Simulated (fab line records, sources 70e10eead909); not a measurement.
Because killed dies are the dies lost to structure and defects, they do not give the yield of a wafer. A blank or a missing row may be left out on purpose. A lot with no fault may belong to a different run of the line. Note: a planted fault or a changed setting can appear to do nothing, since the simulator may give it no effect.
Comparing a struck lot with a sound one    flow nand harc    15 out of 1302 route steps
Sound: these wafers, L427.3, L427.4, L427.6. Wafers struck: L429.1, L429.4, L429.5. Last of all comes the cause.
At each step with rows: each side's tool, then ch and its chambers, then its first start. Under that, the readings that differ: sound wafers    struck wafers    difference of the means    sigmas: that difference in standard deviations of wafers without a fault.
alike: a reading whose means differ by less than 2 such deviations, as well as words and numbers matching on both sides. not compared: withheld readings; readings where some wafer has no value; bounds like >300 that might hide an equal value; numbers whose values overlap and for which the record gives no deviation.
Wherever a step has rows on one side only, a row that says differs or no value, or a row with sigmas, the two part there. Numbers that have no deviation but don't overlap get no sigmas and don't part them. A reading that every wafer of one side lacks parts them only if that side has two wafers or more.

first, 4 steps without rows for these wafers: NHARC_P_GATE_EBR_22; NHARC_P_GATE_EXPOSE_23 (exposes mask P GATE, target cd 120 nm); NHARC_P_GATE_PEB_24 (peb time 65 s); NHARC_P_GATE_DEVELOP_25 (develop time 35 s).
NHARC_P_GATE_CD_MEAS_26: target cd 120 nm.
  sound on cd sem-01 ch 0, day 7 17:29; struck on cd sem-03 ch 0, day 8 15:29
reading     sound              struck             difference  sigmas
cd nm (nm)  120.3 121.3 120.9  119.9 118.5 119.4  -1.6        -2
NHARC_P_GATE_OVL_MEAS_27:
  sound on overlay-02, day 7 17:34; struck on overlay-01, day 8 15:35
  alike: overlay x nm, overlay y nm
NHARC_P_GATE_INSPECT_28:
  sound on defect inspect-02, day 7 17:36; struck on defect inspect-02, day 8 15:37
  alike: raw defect count
NHARC_P_GATE_DESCUM_31: chemistry O2, time 3 s.
  sound on rie diel-10 ch 0,1,2, day 7 17:40; struck on rie diel-01 ch 1,2, day 8 15:41
reading                 sound                 struck                difference  sigmas
throttle valve pct (%)  11.320 11.328 11.322  11.311 11.298 11.310  -0.017      -2
  alike: drypump motor current A, oes product au, rf vpp V, showerhead plenum p Torr
  not compared: rf hours counter h
NHARC_P_GATE_ETCH_104: etches the open film in CF4/CHF3, target depth 60 nm.
  sound on rie diel-10 ch 0,2,3, day 7 17:44; struck on rie diel-01 ch 2,3, day 8 15:46
  alike: bias w, cf4 flow sccm, drypump motor current A, oes product au, rf vpp V, showerhead plenum p Torr, throttle valve pct
NHARC_P_GATE_HM_OPEN_105: chemistry O2/COS, target depth 360 nm.
  sound on rie diel-10 ch 1,3; struck on rie diel-01 ch 0,1
reading                sound              struck             difference  sigmas
oes product au (a.u.)  0.991 0.993 0.989  1.015 1.008 1.014  +0.021      +2
  alike: drypump motor current A, rf vpp V, showerhead plenum p Torr, throttle valve pct
  not compared: rf hours counter h
then, 1 step without rows for these wafers: NHARC_P_GATE_STRIP_106 (strips in O2/COS).
NHARC_P_GATE_ETCH_114: etches the open film in CF4/O2, target depth 30 nm, overetch 3 nm, time 16.5 s.
  sound on rie diel-10 ch 0,2,3; struck on rie diel-01 ch 1,2,3
  alike: bias w, cf4 flow sccm, drypump motor current A, oes product au, rf vpp V, showerhead plenum p Torr, throttle valve pct
  not compared: rf hours counter h
NHARC_P_GATE_ETCH_32: etches the open film in HBr/Cl2, target depth 150 nm, time 100.1 s.
  sound on rie si-02 ch 0,1,2, day 7 18:07; struck on rie si-02 ch 1,3, day 8 16:08
  no value came back on the struck wafers for any of 5 readings (bias w (W), chamber pressure mTorr (mTorr) and others); on the sound wafers bias w (W) reads 100.47 100.07 100.01
  not compared: rf hours counter h
NHARC_P_GATE_STRIP_108: strips in O2.
  sound on rie diel-01 ch 1,2, day 7 18:17; struck on rie diel-03 ch 0,3, day 8 16:18
  alike: drypump motor current A, oes product au, rf vpp V, showerhead plenum p Torr, throttle valve pct
  not compared: rf hours counter h
-- break in the record here, with 19 days between the starts of the struck wafers on either side (left off in module P_GATE, picked up again in module END, where the first step shown is number 1302 on the route) --
NHARC_END_SORT_01:
  the record has rows for the struck wafers here (prober-02 ch 0, day 28 03:37) and none for the sound ones

== WHERE THEY PART ==
At NHARC_P_GATE_CD_MEAS_26 first; at NHARC_END_SORT_01 last (within this record only).

WHY: what had been put in by the simulator
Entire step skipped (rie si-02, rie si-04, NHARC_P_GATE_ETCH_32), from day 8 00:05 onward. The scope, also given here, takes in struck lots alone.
